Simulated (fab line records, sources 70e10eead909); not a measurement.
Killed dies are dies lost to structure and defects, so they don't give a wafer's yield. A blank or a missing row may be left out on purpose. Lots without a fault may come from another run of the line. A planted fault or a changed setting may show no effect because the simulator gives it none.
fab line records | flow nand_harc
record lots=12 wafers=36 last_day=25
route steps=1159 shown A_SLIT@794 A_WL_FILL@809 END@1159
lots that met no fault: from a run of the same line without faults
start_h: hours from the record's first day to the start of the lot's first wafer shown | wait_h: hours since the lot's step before | " the same as in the row above | L1.1+2: a row that stands for several wafers | - no value, or no start given | * or withheld: withheld | < > ~ a bound
route shown NAME@n: a module of which the file shows steps, and the number in the route of the first | usual: mean/standard deviation of fault-free wafers | same: alike in all rows | chamber/n: place in a boat | sites: the reading at each site | _std_site: their standard deviation | _edge_site: outer sites' mean less inner sites' | radius_mm: how far each site lies from the wafer's centre | mask NAME#n: copy n | behind: the tool/chamber that last shaped the wafer | hold: why the lot was held/for how many hours/how that ended | device: the transistor (n, p or np) that didn't switch | end of line: the same wafers' tests at the end of the route | a step without rows: its recipe alone | killed: dies lost to structure and defects at the first sort, not the wafer's yield | map: a wafer's dies, x killed, . not, _ none there
set.NAME: the setting as run; set.NAME@STEP: as run at that earlier step | model.NAME: the simulator's own value behind a step, which no gauge read
steps of the route over a sample of lots; a table a step, a row a wafer
services: from which hour (start_h, from the record's first day; less than 0 if before it) a tool's chamber was out of use, for how many hours, and why
## steps
# step NHARC_A_SLIT_ETCH_24
# recipe target_depth_a=1210 time_s=60.5 cf4_flow_sccm=100 chf3_flow_sccm=30 ar_flow_sccm=0 rf_w=500 bias_w=200 chemistry=CF4/CHF3
# usual cf4_flow_sccm=100.0/0.31 drypump_motor_current_A=5.8/0.44 mfc_ar_sccm=0.006/0.0096 oes_product_au=0.959/0.018 rf_vpp_V=371.8/1.8 showerhead_plenum_p_Torr=1.61/0.049 throttle_valve_pct=16.802/0.0095
# columns lot.wafer tool chamber start_h wait_h cf4_flow_sccm drypump_motor_current_A mfc_ar_sccm oes_product_au rf_hours_counter_h rf_vpp_V showerhead_plenum_p_Torr throttle_valve_pct
L302.4 rie_diel-04 2 316.00 0.1 100.3 5.3 0 0.959 1 369.7 1.56 16.785
L302.1 " 0 " " 99.9 5.8 0 0.970 1 370.4 1.58 16.794
L302.5 " 3 " " 99.7 5.4 0.005 0.992 - 371.3 1.58 16.801
L304.2 rie_diel-01 3 331.73 0.4 99.5 6.3 0 0.929 1 370.2 1.63 16.790
L304.4 " 0 " " 100.2 6.5 0.030 0.939 1 374.5 1.68 16.813
L304.6 " 0 " " 99.6 6.5 0.030 0.940 - 373.7 1.68 16.801
L307.3 rie_diel-10 2 352.26 0.1 99.9 5.4 0.016 0.986 12 374.1 1.67 16.807
L307.2 " 3 " " 100.0 5.2 0 0.957 13 374.5 1.67 16.809
L307.6 " 2 " " 100.3 5.3 0.016 0.976 - 374.0 1.67 16.804
L308.2 rie_diel-04 2 352.77 0.1 99.6 5.3 0 0.958 4 370.6 1.56 16.798
L308.5 " 1 " " 99.9 5.9 0 0.936 - 373.4 1.65 16.809
L308.6 " 2 " " 99.8 5.3 0 0.957 - 370.9 1.56 16.788
L310.3 rie_diel-10 0 372.98 0.1 100.2 5.9 0 0.958 0 368.9 1.52 16.798
L310.2 " 1 " " 100.4 5.4 0.016 0.982 0 372.2 1.63 16.816
L310.5 " 0 " " 100.4 5.9 0 0.963 - 369.2 1.52 16.787
L313.3 rie_diel-01 0 381.08 0.4 100.3 6.6 0.030 0.943 5 374.5 1.68 16.807
L313.1 " 2 " " 100.0 6.2 0 0.958 5 369.0 1.54 16.796
L313.6 " 0 " " 100.1 6.6 0.030 0.942 - 373.1 1.68 16.790
L315.3 rie_diel-10 3 402.33 0.1 100.0 5.2 0 0.960 3 373.1 1.67 16.791
L315.4 " 0 " " 99.7 5.9 0 0.996 3 368.4 1.51 16.809
L315.5 " 2 " " 100.4 5.3 0.016 0.966 - 373.2 1.67 16.800
L320.3 rie_diel-01 2 427.34 0.1 100.3 6.2 0 0.948 9 370.9 1.54 16.807
L320.1 " 3 " " 100.2 6.3 0 0.954 9 372.4 1.62 16.806
L320.6 " 3 " " 100.3 6.4 0 0.951 - 372.6 1.62 16.802
L321.2 rie_diel-01 0 437.64 0.1 100.3 6.5 0.030 0.958 10 373.8 1.68 16.806
L321.5 " 0 " " 100.1 6.5 0.030 0.938 - 375.3 1.68 16.785
L321.4 " 3 " " 99.5 6.4 0 0.942 - 371.3 1.62 16.791
L323.1 rie_diel-04 1 449.13 0.1 99.6 5.9 0 0.973 11 371.8 1.64 16.806
L323.3 " 2 " " 100.2 5.3 0 0.942 12 369.3 1.56 16.800
L323.2 " 3 " " 100.1 5.4 0.005 0.966 12 370.9 1.57 16.814
L324.1 rie_diel-01 2 449.49 0.1 100.3 6.2 0 0.921 10 369.8 1.54 16.792
L324.6 " 3 " " 99.9 6.3 0 0.945 - 371.3 1.62 16.810
L324.5 " 0 " " 100.1 6.5 0.030 0.959 - 374.2 1.68 16.799
L325.2 rie_diel-10 1 472.60 0.1 100.1 5.4 0.016 0.977 8 372.1 1.63 16.805
L325.3 " 2 " " 100.1 5.4 0.016 0.976 9 373.7 1.67 16.802
L325.5 " 1 " " 99.9 5.4 0.016 0.995 - 371.6 1.62 16.806
# step NHARC_A_WL_FILL_ALD_00
# recipe target_thk_a=30 pulse_time_s=3 ald_cycles=30 temp_c=300 material=Al2O3
# usual ald_cycles=30/0 heater_power_w=457/31 precursor_pulse_height_rel=0.999/0.019
# columns lot.wafer tool chamber start_h wait_h ald_cycles heater_power_w precursor_pulse_height_rel
L302.1 ald_hk-02 1 330.12 0.2 30 442 1.003
L302.4 " 3 " " 30 406 1.011
L302.5 " 1 " " 30 443 0.977
L304.2 ald_hk-03 0 343.73 1.4 30 451 0.969
L304.4 " 2 " " 30 455 0.998
L304.6 " 3 " " 30 479 0.998
L307.2 ald_hk-01 2 363.75 0.1 30 534 0.999
L307.3 " 0 " " 30 464 1.000
L307.6 " 2 " " 30 524 1.013
L308.2 ald_hk-03 2 363.87 0.2 30 447 0.964
L308.5 " 0 " " 30 437 0.992
L308.6 " 1 " " 30 418 0.996
L310.2 ald_hk-02 1 385.03 0.1 30 456 0.997
L310.3 " 3 " " 30 427 0.971
L310.5 " 0 " " 30 419 1.013
L313.3 ald_hk-02 1 391.44 0.1 24 461 1.002
L313.1 " 0 " " 24 418 0.999
L313.6 " 1 " " 24 447 1.007
L315.3 ald_hk-02 1 411.45 0.1 24 451 0.986
L315.4 " 3 " " 24 418 0.975
L315.5 " 1 " " 24 443 0.996
L320.3 ald_hk-01 3 439.38 0.1 30 479 1.016
L320.1 " 2 " " 30 527 1.009
L320.6 " 3 " " 30 481 1.013
L321.4 ald_hk-03 3 449.49 0.1 30 486 1.006
L321.2 " 1 " " 30 419 1.018
L321.5 " 2 " " 30 447 0.978
L323.3 ald_hk-01 3 462.39 0.2 30 480 0.999
L323.1 " 0 " " 30 477 1.010
L323.2 " 2 " " 30 524 1.007
L324.1 ald_hk-01 2 462.60 0.4 30 522 0.991
L324.6 " 0 " " 30 488 0.984
L324.5 " 1 " " 30 435 1.017
L325.3 ald_hk-01 0 486.64 0.1 30 487 0.988
L325.2 " 1 " " 30 454 0.992
L325.5 " 3 " " 30 477 1.021
# step NHARC_A_WL_FILL_RTA_01
# recipe temp_c=1000 time_s=5
# usual lamp_power_pct=31/4.4 lamp_zone_2_pct=31/4.4 lamp_zone_5_pct=31/4.4 lamp_zone_6_pct=31/4.4 wafer_temp_C_max=1003.4/0.92
# columns lot.wafer tool chamber start_h wait_h lamp_power_pct lamp_zone_2_pct lamp_zone_5_pct lamp_zone_6_pct wafer_temp_C_max
L302.1 rtp_anneal-01 0 330.35 - 27 27 27 27 1003.4
L302.4 " 0 " " 27 27 27 27 1004.5
L302.5 " 0 " " 27 27 27 27 1004.7
L304.2 rtp_anneal-01 0 344.01 - 27 27 27 27 1003.6
L304.4 " 0 " " 27 27 27 27 1004.2
L304.6 " 0 " " 27 27 27 27 1004.2
L307.2 rtp_anneal-02 0 364.01 - 36 36 36 36 1003.5
L307.3 " 0 " " 36 36 36 36 1002.5
L307.6 " 0 " " 36 36 36 35 1003.0
L308.2 rtp_anneal-02 0 364.22 0.3 36 36 36 36 1003.7
L308.5 " 0 " " 36 36 36 36 1002.7
L308.6 " 0 " " 36 36 36 36 1002.2
L310.2 rtp_anneal-01 0 385.30 - 27 27 27 27 1003.6
L310.3 " 0 " " 27 27 27 27 1003.7
L310.5 " 0 " " 27 27 27 27 1004.2
L313.1 rtp_anneal-02 0 391.69 - 36 36 36 35 1002.4
L313.3 " 0 " " 36 36 36 35 1002.1
L313.6 " 0 " " 36 36 36 35 1002.1
L315.3 rtp_anneal-01 0 412.14 - 27 27 27 27 1003.6
L315.4 " 0 " " 27 27 27 27 1005.6
L315.5 " 0 " " 27 27 27 27 1003.8
L320.1 rtp_anneal-01 0 439.66 - 27 27 27 27 1004.1
L320.3 " 0 " " 27 27 27 27 1004.0
L320.6 " 0 " " 27 27 27 27 1005.7
L321.2 rtp_anneal-02 0 449.75 - 36 36 36 36 1003.1
L321.4 " 0 " " 36 36 36 35 1003.4
L321.5 " 0 " " 36 36 36 35 1003.2
L323.1 rtp_anneal-02 0 462.65 - 36 36 36 35 1002.5
L323.2 " 0 " " 36 36 36 36 1003.3
L323.3 " 0 " " 36 36 36 36 1004.0
L324.1 rtp_anneal-01 0 463.39 - 27 27 27 27 1003.7
L324.5 " 0 " " 27 27 27 27 1004.1
L324.6 " 0 " " 27 27 27 27 1003.3
L325.2 rtp_anneal-02 0 487.05 0.3 36 36 36 36 1001.7
L325.3 " 0 " " 36 36 36 36 1002.2
L325.5 " 0 " " 36 36 36 36 1003.2
# step NHARC_A_WL_FILL_ALD_02
# recipe target_thk_a=20 pulse_time_s=3 ald_cycles=100 temp_c=450 material=TiN
# usual ald_cycles=100/0 heater_power_w=1136/150 precursor_pulse_height_rel=1.002/0.02
# columns lot.wafer tool chamber start_h wait_h ald_cycles heater_power_w precursor_pulse_height_rel
L302.4 ald_metal-01 1 330.57 0.1 100 1256 1.004
L302.1 " 2 " " 100 1110 0.987
L302.5 " 2 " " 100 1105 1.005
L304.2 ald_metal-04 1 344.24 0.2 100 909 0.980
L304.4 " 2 " " 100 1076 0.997
L304.6 " 1 " " 100 886 1.017
L307.2 ald_metal-01 0 364.23 0.2 100 1358 0.993
L307.3 " 2 " " 100 1128 1.006
L307.6 " 1 " " 100 1285 1.006
L308.2 ald_metal-04 3 364.55 0.3 100 966 1.017
L308.5 " 0 " " 100 1167 0.999
L308.6 " 1 " " 100 893 1.003
L310.2 ald_metal-01 0 385.54 0.2 100 1372 1.025
L310.3 " 1 " " 100 1256 1.033
L310.5 " 3 " " 100 951 1.005
L313.3 ald_metal-01 3 391.98 0.2 100 950 1.038
L313.1 " 0 " " 100 1392 1.022
L313.6 " 2 " " 100 1078 1.006
L315.3 ald_metal-01 1 412.30 0.1 100 1264 0.985
L315.4 " 0 " " 100 1367 0.991
L315.5 " 2 " " 100 1122 1.002
L320.1 ald_metal-03 1 439.95 0.3 100 1226 1.015
L320.3 " 2 " " 100 1118 0.988
L320.6 " 3 " " 100 1290 1.042
L321.2 ald_metal-01 1 449.98 0.2 100 1259 0.992
L321.4 " 2 " " 100 1101 0.981
L321.5 " 1 " " 100 1264 1.012
L323.3 ald_metal-04 1 462.87 0.1 100 943 1.028
L323.2 " 2 " " 100 1069 1.059
L323.1 " 0 " " 100 1212 0.990
L324.1 ald_metal-03 2 463.70 0.3 100 1091 0.980
L324.5 " 3 " " 100 1314 0.978
L324.6 " 0 " " 100 1256 1.011
L325.3 ald_metal-04 1 487.23 0.1 100 929 0.989
L325.2 " 3 " " 100 967 1.017
L325.5 " 1 " " 100 950 0.976
# step NHARC_END_SORT_01
# recipe temp_c=25
# usual killed_at_array=26/9 killed_at_other=0.8/1.2 killed_at_periphery=3.2/2.3 killed_dies=30/9.1 killed_open=3.5/2 killed_short=1.8/1.4
# same gross_dies=677
# columns lot.wafer tool chamber start_h wait_h killed_at_array killed_at_other killed_at_periphery killed_dies killed_open killed_short
L320.1 prober-02 0 550.53 2.5 31 0 16 47 5 1
L320.3 prober-02 0 552.14 3.1 29 0 6 35 4 2
L320.6 prober-02 0 554.55 4.0 28 0 5 33 6 0
# killed by level:class
L320.1 A_CHANNEL_HOLE_D1:chamber_film_flake=22 P_ZERO_WELL:chamber_film_flake=9 A_CONTACT:chamber_film_flake=4 P_CONTACT:geometric_particle:open=3 P_CONTACT:chamber_film_flake=2 A_STAIRCASE:chamber_film_flake=2 P_M0:geometric_particle:short=1 A_ONON_D1:geometric_particle:open=1
L320.3 A_CHANNEL_HOLE_D1:chamber_film_flake=22 A_M1:geometric_particle:open=2 P_ZERO_WELL:chamber_film_flake=2 P_M1:chamber_film_flake=2 P_M2:geometric_particle:open=1 A_CHANNEL_FILL_D1:geometric_particle:open=1 A_CHANNEL_FILL_D1:geometric_particle:short=1 A_M1:geometric_particle:short=1
L320.6 A_CHANNEL_HOLE_D1:chamber_film_flake=14 A_CONTACT:geometric_particle:open=3 A_CONTACT:chamber_film_flake=3 P_ZERO_WELL:chamber_film_flake=2 P_STI:chamber_film_flake=2 A_STAIRCASE:chamber_film_flake=2 A_M0:chamber_film_flake=2 P_CONTACT:geometric_particle:open=1
## services
# columns tool chamber start_h hours kind
rtp_anneal-02 - 300.24 12.0 pm
rie_diel-10 2 305.05 11.3 repair
rie_diel-01 - 314.82 9.0 pm
rie_diel-10 2 317.76 3.8 repair
ald_metal-03 - 322.00 10.0 pm
ald_metal-04 - 326.82 1.5 repair
rie_diel-10 3 352.80 4.0 repair
rie_diel-10 - 353.50 9.0 pm
ald_metal-01 2 375.25 11.9 repair
ald_hk-03 - 400.99 0.8 repair
rie_diel-01 1 406.00 23.6 repair
ald_metal-04 - 406.00 10.0 pm
ald_metal-03 1 413.98 6.7 repair
ald_metal-03 - 425.14 1.0 repair
rie_diel-04 - 427.13 1.2 repair
ald_hk-03 - 432.66 0.6 repair
rie_diel-01 2 435.83 8.0 repair
ald_hk-02 - 459.08 10.0 pm
rie_diel-01 - 462.18 0.1 repair
rie_diel-01 3 462.35 7.8 repair
ald_hk-03 - 464.24 0.6 repair
rie_diel-04 - 465.90 9.0 pm
rie_diel-04 - 477.13 0.4 repair
ald_metal-04 0 486.61 22.0 repair
## key
first_sign step=NHARC_A_WL_FILL_ALD_00 reading=ald_cycles direction=down sigmas=99+ usual=30 struck=24
effect none on later readings
met_at NHARC_A_WL_FILL_ALD_00
struck_lots L313,L315
tester_left_out L313,L315
not_acting_at NHARC_A_SLIT_ETCH_24,NHARC_A_WL_FILL_RTA_01,NHARC_A_WL_FILL_ALD_02
onset_between 385.03 391.44
fault kind=process_parameter_drift tool=ald_hk-02 chamber=- onset_h=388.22 steps=NHARC_A_WL_FILL_ALD_00 channel=ald_cycles offset=-6 shape=step end_h=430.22 acts_in=these_recipes_only stated=30
# tester_left_out: of these lots the tester's yield and bins aren't shown, on N5 and GAA mostly nor the transistor test; their killed dies are dies lost to structure and defects alone, not to doping, threshold or leakage, so they don't give the yield
